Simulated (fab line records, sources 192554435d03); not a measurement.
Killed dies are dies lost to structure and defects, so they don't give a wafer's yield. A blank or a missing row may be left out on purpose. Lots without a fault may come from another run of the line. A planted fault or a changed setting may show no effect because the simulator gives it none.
Which tool did it? | flow n5_finfet | 11 lots, 33 wafers sampled, at 5 steps of a route of 1938

WHAT THE GAUGES READ, wafer by wafer
N5_PASSIVATION_CD_MEAS_10: target cd 3000 nm. Usual: cd_nm 2999.9 nm, standard deviation 1.7.
lot  | measured     | on        | cd_nm (nm)           | flag
L209 | day 11 17:34 | cd_sem-01 | 2999.7 3000.3 3003.6 |
L212 | day 12 23:04 | cd_sem-03 | 3000.7 3002.1 3000.0 |
L213 | day 13 05:41 | cd_sem-01 | 2978.9 2979.0 2978.9 | OFF
L214 | day 13 10:32 | cd_sem-03 | 2999.1 3000.1 2998.9 |
L218 | day 14 15:53 | cd_sem-03 | 2978.2 2980.0 2979.4 | OFF
L225 | day 15 22:15 | cd_sem-03 | 3000.4 3000.8 2998.4 |
L226 | day 16 02:01 | cd_sem-02 | 3002.0 3000.7 3001.3 |
L224 | day 16 06:32 | cd_sem-02 | 2999.2 2998.3 2998.8 |
L228 | day 17 04:14 | cd_sem-01 | 3002.0 2999.6 3001.6 |
L227 | day 17 11:40 | cd_sem-03 | 2999.8 2999.9 2998.9 |
L229 | day 17 13:44 | cd_sem-01 | 3001.6 3000.6 2999.3 |

N5_PASSIVATION_OVL_MEAS_60. Usual: TV_OVL 5 nm, standard deviation 5.2.
lot  | measured     | on         | TV_OVL (nm) | flag
L209 | day 11 17:36 | overlay-02 | 1 2 5       |
L212 | day 12 23:05 | overlay-01 | 5 11 4      |
L213 | day 13 05:43 | overlay-02 | 6 0 -1      |
L214 | day 13 10:34 | overlay-02 | 15 5 0      |
L218 | day 14 15:55 | overlay-02 | 6 2 9       |
L225 | day 15 22:16 | overlay-02 | 7 1 9       |
L226 | day 16 02:03 | overlay-01 | 8 10 2      |
L224 | day 16 06:34 | overlay-02 | 1 9 -6      |
L228 | day 17 04:16 | overlay-02 | 5 6 9       |
L227 | day 17 11:42 | overlay-02 | 9 12 8      |
L229 | day 17 13:46 | overlay-02 | 0 2 -2      |

WHICH TOOL RAN EACH LOT (tool, then ch and the chambers of the sampled wafers, then the start)
lot  | N5_MIM_TOP_ALD_02                           | N5_MIM_TOP_ETCH_STRIP_01           | N5_PASSIVATION_PEB_08
L209 | ald_hk-02 ch 1,2, day 11 15:22 or earlier   | rie_diel-05 ch 0,1,3, day 11 15:22 | litho_track-01 ch 0, day 11 17:26
L212 | ald_hk-03 ch 1,3, day 12 21:10 or earlier   | rie_diel-01 ch 1,2,3, day 12 21:10 | litho_track-02 ch 0, day 12 22:56
L213 | ald_hk-02 ch 0,2,3, day 13 03:40 or earlier | rie_diel-01 ch 2,3, day 13 03:40   | litho_track-02 ch 0, day 13 05:34
L214 | ald_hk-03 ch 0,3, day 13 08:37 or earlier   | rie_diel-03 ch 1,2, day 13 08:37   | litho_track-01 ch 0, day 13 10:25
L218 | ald_hk-02 ch 1,2,3, day 14 13:50 or earlier | rie_diel-01 ch 1,2,3, day 14 13:50 | litho_track-02 ch 0, day 14 15:46
L225 | ald_hk-01 ch 1,2, day 15 20:13 or earlier   | rie_diel-03 ch 0,2, day 15 20:13   | litho_track-04 ch 0, day 15 22:08
L226 | ald_hk-02 ch 1,3, day 15 21:53 or earlier   | rie_diel-05 ch 0,2, day 15 21:53   | litho_track-01 ch 0, day 16 01:53
L224 | ald_hk-02 ch 2,3, day 16 04:24 or earlier   | rie_diel-01 ch 1,2, day 16 04:24   | litho_track-04 ch 0, day 16 06:25
L228 | ald_hk-02 ch 0,3, day 17 02:26 or earlier   | rie_diel-05 ch 0,2,3, day 17 02:26 | litho_track-04 ch 0, day 17 04:07
L227 | ald_hk-01 ch 1,2, day 17 09:14 or earlier   | rie_diel-03 ch 0,3, day 17 09:14   | litho_track-01 ch 0, day 17 11:33
L229 | ald_hk-02 ch 0,2,3, day 17 11:46 or earlier | rie_diel-01 ch 0,2,3, day 17 11:46 | litho_track-02 ch 0, day 17 13:37
- N5_MIM_TOP_ALD_02: deposits Al2O3, purge time 3 s, co reactant pulse time 3 s.
- N5_MIM_TOP_ETCH_STRIP_01: strips in O2.
- N5_PASSIVATION_PEB_08

WHAT THE TOOLS THEMSELVES READ (means of the sampled wafers that have a number; where no wafer has one, the mark that the record gives instead)
N5_MIM_TOP_ALD_02. Usual: precursor_pulse_height_rel 0.998, standard deviation 0.021.
lot  | tool      | precursor_pulse_height_rel | flag
L209 | ald_hk-02 | 0.986                      |
L212 | ald_hk-03 | 1.001                      |
L213 | ald_hk-02 | 0.997                      |
L214 | ald_hk-03 | 1.021                      |
L218 | ald_hk-02 | 0.994                      |
L225 | ald_hk-01 | 0.999                      |
L226 | ald_hk-02 | 0.985                      |
L224 | ald_hk-02 | 0.982                      |
L228 | ald_hk-02 | 1.006                      |
L227 | ald_hk-01 | 1.014                      |
L229 | ald_hk-02 | 0.996                      |

N5_MIM_TOP_ETCH_STRIP_01. Usual: drypump_motor_current_A 5.7 A, standard deviation 0.4; oes_product_au 0.78 a.u., standard deviation 0.066; rf_vpp_V 3.5 V, standard deviation 1.4; showerhead_plenum_p_Torr 2.09 Torr, standard deviation 0.049; throttle_valve_pct 16.62 %, standard deviation 0.23.
lot  | tool        | drypump_motor_current_A (A) | oes_product_au (a.u.) | rf_vpp_V (V) | showerhead_plenum_p_Torr (Torr) | throttle_valve_pct (%) | flag
L209 | rie_diel-05 | 5.8                         | 0.73                  | 3.9          | 2.09                            | 17.08                  |
L212 | rie_diel-01 | 5.5                         | 0.85                  | 3.4          | 2.10                            | 16.50                  |
L213 | rie_diel-01 | 5.3                         | 0.88                  | 3.1          | 2.10                            | 16.43                  |
L214 | rie_diel-03 | 5.9                         | 0.71                  | 4.4          | 2.15                            | 16.72                  |
L218 | rie_diel-01 | 5.5                         | 0.82                  | 3.6          | 2.09                            | 16.53                  |
L225 | rie_diel-03 | 5.7                         | 0.71                  | 3.6          | 2.05                            | 16.62                  |
L226 | rie_diel-05 | 5.2                         | 0.86                  | 3.0          | 2.11                            | 16.34                  |
L224 | rie_diel-01 | 5.7                         | 0.77                  | 4.0          | 2.06                            | 16.56                  |
L228 | rie_diel-05 | 5.4                         | 0.82                  | 4.0          | 2.09                            | 16.70                  |
L227 | rie_diel-03 | 6.2                         | 0.77                  | 2.3          | 2.08                            | 16.63                  |
L229 | rie_diel-01 | 5.5                         | 0.77                  | 3.2          | 2.07                            | 16.55                  |

THE ANSWER, worked out from the rows above alone
Rule: a lot is off if the mean of its wafers that have a number lies more than 3 standard deviations from the usual mean. A lot without any number at a reading at which 4 lots or more have one is off too. The other lots that the step has rows for count as sound. The gauges are gone through in route order, then the tools' own readings, and for those a lot's mean is taken as printed above. The first step at which some lot is off is used, and at that step the reading that is off furthest; a lot without a number counts as furthest.
Off: L213, L218, at N5_PASSIVATION_CD_MEAS_10 (cd_nm).
A tool fits if, at a process step before that reading, it ran every lot that is off, and no sound lot after the first of them. The gauges at N5_PASSIVATION_CD_MEAS_10 are tried like those tools. N5_MIM_TOP_ALD_02 gives no start for some lots, so the hours and the order of its lots are those of N5_MIM_TOP_ETCH_STRIP_01. None of those tried fits.

WHAT THE SIMULATOR HAD PUT IN
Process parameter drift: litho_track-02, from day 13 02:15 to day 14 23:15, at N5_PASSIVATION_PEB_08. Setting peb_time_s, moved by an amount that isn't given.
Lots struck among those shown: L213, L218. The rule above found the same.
